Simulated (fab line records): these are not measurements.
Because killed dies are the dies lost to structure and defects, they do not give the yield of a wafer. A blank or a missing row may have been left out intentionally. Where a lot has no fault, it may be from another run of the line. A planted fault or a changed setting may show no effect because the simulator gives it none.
Matching of chambers | flow n5Finfet | N5_BEOL_M8_CURE_75 on uvCure-03: 3 sister chambers
The step cures SiCOH lowk, time 120 s. 22 wafers are shown with their chamber, then 11 later ones without.

## WAFERS, EACH WITH ITS CHAMBER
wafer  | chamber | wafer_temp_C_max | lampPowerPct (%)
L075.1 | 2       | 371.6            | 52.24
L075.3 | 2       | 371.2            | 52.22
L075.4 | 2       | 371.7            | 52.31
L077.2 | 0       | 370.3            | 52.27
L077.4 | 0       | 370.2            | 52.42
L077.6 | 0       | 370.7            | 52.41
L078.1 | 2       | 371.3            | 52.27
L078.3 | 2       | 371.5            | 52.30
L078.4 | 2       | 371.1            | 52.32
L081.4 | 2       | 370.7            | 52.24
L081.5 | 2       | 371.3            | 52.28
L081.6 | 2       | 371.1            | 52.37
L080.1 | 1       | 372.2            | 52.27
L080.3 | 1       | 372.3            | 52.31
L080.6 | 1       | 372.7            | 52.26
L085.1 | 0       | 371.0            | 52.37
L085.3 | 0       | 371.1            | 52.32
L085.5 | 0       | 370.8            | 52.33
L084.1 | 1       | 372.0            | 52.27
L084.2 | 1       | 372.5            | 52.30
L084.3 | 1       | 371.5            | 52.34
L084.4 | 1       | 372.1            | 52.37

SIGNATURES, as means of the wafers listed above
reading          | chamber 0 | chamber 1 | chamber 2 | scatter within a chamber
wafer_temp_C_max | 370.683   | 372.186   | 371.278   | 0.347
lampPowerPct     | 52.3533   | 52.3029   | 52.2833   | 0.0483
Rule: a wafer's distance from a chamber is the root of the sum, over the readings, of the square of ((its reading less the chamber's mean) divided by the reading's scatter). If the next closest chamber is less than 2 further off than the closest, the wafer can't be placed; otherwise it belongs to the closest. How the scatter is found: for the shown wafers, subtract from each reading the mean of its chamber, square and add these, divide the total by (wafers less chambers), then take the root.

## WAFERS WITH NO CHAMBER GIVEN
wafer  | wafer_temp_C_max | lampPowerPct (%)
L084.5 | 372.3            | 52.35
L084.6 | 371.7            | 52.30
L086.1 | 371.7            | 52.33
L086.3 | 371.0            | 52.33
L086.5 | 371.5            | 52.32
L087.2 | 371.0            | 52.31
L087.5 | 370.6            | 52.32
L087.6 | 370.9            | 52.33
L088.1 | 370.9            | 52.36
L088.3 | 370.9            | 52.31
L088.5 | 371.0            | 52.38

## WHICH CHAMBER EACH WENT THROUGH
wafer  | from the rows above          | in truth
L084.5 | 1                            | 1
L084.6 | can't be placed: 2 or 1 or 0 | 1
L086.1 | can't be placed: 1 or 2 or 0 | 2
L086.3 | can't be placed: 0 or 2      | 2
L086.5 | can't be placed: 2 or 1 or 0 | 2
L087.2 | can't be placed: 2 or 0      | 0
L087.5 | can't be placed: 0 or 2      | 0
L087.6 | can't be placed: 0 or 2      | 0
L088.1 | can't be placed: 0 or 2      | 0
L088.3 | can't be placed: 0 or 2      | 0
L088.5 | can't be placed: 0 or 2      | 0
Correctly placed: 1 of 11. From these rows, 10 cannot be placed; in 10 the true chamber is one of the candidates. 0 placed wrongly.
